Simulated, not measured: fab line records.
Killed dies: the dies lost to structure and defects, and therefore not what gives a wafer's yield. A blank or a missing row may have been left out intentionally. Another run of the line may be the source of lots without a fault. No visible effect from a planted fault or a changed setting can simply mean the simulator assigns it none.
Chamber matching ; flow nand_harc ; 4 sister chambers for NHARC_A_BLC_ALD_23 on ald_metal-04
The step deposits TiN, target thk 3 nm, pulse time 1 s, ald cycles 150. 4 wafers are shown with their chamber, then 10 later ones without.

== WAFERS PAIRED WITH THEIR CHAMBERS ==
wafer;chamber;heater_power_w (W)
L087.4;3;1201
L088.4;2;1034
L090.2;0;1403
L090.4;1;959

== WAFERS WITHOUT THEIR CHAMBER ==
wafer;heater_power_w (W)
L090.5;1132
L092.1;1192
L092.3;1001
L092.6;1209
L096.2;1017
L096.3;995
L096.4;1373
L097.1;990
L097.2;1228
L097.4;1433

== THE CHAMBER EACH PASSED THROUGH ==
wafer;from the rows above;in truth
L090.5;can't be placed: 3 or 2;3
L092.1;3;3
L092.3;can't be placed: 2 or 1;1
L092.6;3;3
L096.2;can't be placed: 2 or 1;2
L096.3;can't be placed: 1 or 2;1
L096.4;0;0
L097.1;can't be placed: 1 or 2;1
L097.2;3;3
L097.4;0;0
Placed correctly: 5 of 10. These rows do not allow placing 5 (true chamber among the candidates in 5). Number placed wrongly: 0.
How it was worked out, from the rows above alone: a wafer's distance from a chamber is the root of the sum, over the readings, of the square of ((its reading less the chamber's mean) divided by the reading's scatter). The wafer belongs to the nearest chamber; if the next one is less than 2 further off, it can't be placed. The mean given for a chamber averages the wafers shown for that chamber. The scatter: with one shown wafer a chamber, the root of the mean of the squares of how far each hidden wafer lies from its nearest shown one.
